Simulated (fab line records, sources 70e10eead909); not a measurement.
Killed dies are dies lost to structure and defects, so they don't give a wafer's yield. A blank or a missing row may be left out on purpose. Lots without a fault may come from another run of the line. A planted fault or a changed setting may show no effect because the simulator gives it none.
A struck lot beside a sound one | flow nand_harc | 39 steps out of a route of 1302
Sound: wafers L387.4, L387.5, L387.6. Struck: wafer L400.5. (L400.4, L400.6 of the same lot were not struck and are left out.) The cause comes at the end.
At each step with rows: each side's tool, then ch and its chambers, then its first start. Under that, the readings that differ: sound wafers | struck wafers | difference of the means | sigmas: that difference in standard deviations of wafers without a fault.
alike: readings whose means differ by less than 2 such deviations, and words and numbers that are the same on both sides. not compared: withheld readings, readings that some wafer has no value for, bounds like >300 that may hide the same value, and numbers for which the record gives no deviation and whose values overlap.
The two part at a step that has a row with sigmas, a row that says differs or no value, or rows on one side only. Numbers that don't overlap but have no deviation are shown without sigmas and don't part them. A reading that every wafer of one side lacks parts them only if that side has two wafers or more.

NHARC_A_CHANNEL_HOLE_D1_INSPECT_40:
  sound on defect_inspect-02, day 8 16:07; struck on defect_inspect-01, day 14 02:28
  alike: raw_defect_count
then, 4 steps without rows for these wafers: NHARC_A_CHANNEL_FILL_D1_PRECLEAN_00 (cleans in SC1); NHARC_A_CHANNEL_FILL_D1_SRD_01; NHARC_A_CHANNEL_FILL_D1_ALD_02 (deposits SiO2, target thk 6 nm, pulse time 10 s, ald cycles 60); NHARC_A_CHANNEL_FILL_D1_ALD_03 (deposits SiNx, target thk 6 nm, pulse time 60 s, ald cycles 58).
NHARC_A_CHANNEL_FILL_D1_ALD_14: deposits SiO2, target thk 2.5 nm, pulse time 10 s, ald cycles 25.
  sound on ald_hk-03 ch 0,1,3, day 8 23:24; struck on ald_hk-01 ch 1, day 14 09:47
  alike: heater_power_w, precursor_pulse_height_rel
NHARC_A_CHANNEL_FILL_D1_ALD_15: deposits SiNx, target thk 2 nm, pulse time 60 s, ald cycles 19.
  sound on ald_sin_batch-02 ch 0; struck on ald_sin_batch-03 ch 0
  alike: precursor_pulse_height_rel
then, 5 steps without rows for these wafers: NHARC_A_CHANNEL_FILL_D1_ALD_16 (deposits SiO2, target thk 1.5 nm, pulse time 10 s, ald cycles 15); NHARC_A_CHANNEL_FILL_D1_ANNEAL_17 (time 1800 s); NHARC_A_CHANNEL_FILL_D1_CVD_18 (deposits poly-Si, target thk 3 nm); NHARC_A_CHANNEL_FILL_D1_ETCHBACK_19 (etches the open film in HBr/Cl2, target depth 5 nm, time 1.7 s); NHARC_A_CHANNEL_FILL_D1_ETCHBACK_20 (etches the open film in C4F8/O2/Ar, target depth 27 nm, time 13.5 s).
NHARC_A_CHANNEL_FILL_D1_STRIP_28: strips in O2, time 20 s.
  sound on rie_diel-09 ch 2,3, day 9 16:33; struck on rie_diel-05 ch 3, day 15 04:35
  alike: drypump_motor_current_A, oes_product_au, rf_vpp_V, showerhead_plenum_p_Torr, throttle_valve_pct
  not compared: rf_hours_counter_h
then, 5 steps without rows for these wafers: NHARC_A_CHANNEL_FILL_D1_PRECLEAN_21 (cleans in dHF, time 30 s); NHARC_A_CHANNEL_FILL_D1_SRD_23; NHARC_A_CHANNEL_FILL_D1_CVD_05 (deposits poly-Si, target thk 5 nm); NHARC_A_CHANNEL_FILL_D1_ANNEAL_22 (time 7200 s); NHARC_A_CHANNEL_FILL_D1_ALD_25 (deposits SiOx, target thk 60 nm, pulse time 10 s, ald cycles 600).
NHARC_A_CHANNEL_FILL_D1_ETCHBACK_08: etches the open film in C4F8, target depth 220 nm, time 110 s.
  sound on rie_diel-13 ch 2,3; struck on rie_diel-09 ch 3
  alike: oes_product_au, rf_fwd_power_W, rf_vpp_V
  not compared: rf_hours_counter_h
NHARC_A_CHANNEL_FILL_D1_STRIP_29: strips in O2, time 20 s.
  sound on rie_diel-13 ch 1,2; struck on rie_diel-09 ch 1
  reading               | sound             | struck | difference | sigmas
  oes_product_au (a.u.) | 1.004 1.020 1.009 | 0.994  | -0.017     | -2
  alike: drypump_motor_current_A, rf_vpp_V, showerhead_plenum_p_Torr, throttle_valve_pct
  not compared: rf_hours_counter_h
then, 15 steps without rows for these wafers: NHARC_A_CHANNEL_FILL_D1_PRECLEAN_30 (cleans in dHF, time 30 s); NHARC_A_CHANNEL_FILL_D1_SRD_31; NHARC_A_CHANNEL_FILL_D1_CVD_09 (deposits poly-Si, target thk 150 nm, time 3000 s); NHARC_A_CHANNEL_FILL_D1_CMP_10 (polishes, target thk 150 nm); NHARC_A_CHANNEL_FILL_D1_SRD_12; NHARC_A_DECK1_JOINT_ETCHBACK_07 (etches the open film in HBr, target depth 105 nm, time 26.9 s); NHARC_A_DECK1_JOINT_ETCH_25 (etches SiO2 in dHF, target depth 0.5 nm); NHARC_A_DECK1_JOINT_ETCH_19 (etches poly-Si in TMAH, target depth 3 nm); NHARC_A_DECK1_JOINT_ETCH_18 (etches SiO2 in dHF, target depth 3 nm); NHARC_A_DECK1_JOINT_WET_08 (chemistry H3PO4, time 86 s); NHARC_A_DECK1_JOINT_ETCH_09 (etches SiO2 in dHF, target depth 5 nm); NHARC_A_DECK1_JOINT_WET_10 (chemistry H3PO4, time 86 s); NHARC_A_DECK1_JOINT_ETCH_11 (etches SiO2 in dHF, target depth 35 nm); NHARC_A_DECK1_JOINT_CVD_12 (deposits poly-Si, target thk 90 nm, time 1800 s); NHARC_A_DECK1_JOINT_CMP_13 (polishes, target thk 51.023 nm).
NHARC_A_DECK1_JOINT_THK_MEAS_14: measures by ellipsometry.
  sound on film_metro-02, day 11 02:48; struck on film_metro-01, day 16 17:17
  alike: thk_nm
then, 1 step without rows for these wafers: NHARC_A_DECK1_JOINT_SRD_04.
NHARC_A_DECK1_JOINT_ETCHBACK_00: etches the open film in HBr, target depth 30 nm, time 17.4 s.
  sound on rie_si-06 ch 0,1,2, day 11 02:57; struck on rie_si-03 ch 2, day 16 17:25
  alike: drypump_motor_current_A, oes_product_au, rf_fwd_power_W, throttle_valve_pct
  not compared: rf_hours_counter_h
-- the record jumps here: 15 days lie between the struck wafers' starts before and after (it left off in module A_DECK1_JOINT and takes up again in module END, whose first step shown is number 1302 of the route) --
NHARC_END_SORT_01:
  the record has rows for the struck wafers here (prober-02 ch 0, day 32 03:53) and none for the sound ones

WHERE THEY PART
First at NHARC_A_CHANNEL_FILL_D1_STRIP_29; last, within this record, at NHARC_END_SORT_01.

WHY: what the simulator had put in
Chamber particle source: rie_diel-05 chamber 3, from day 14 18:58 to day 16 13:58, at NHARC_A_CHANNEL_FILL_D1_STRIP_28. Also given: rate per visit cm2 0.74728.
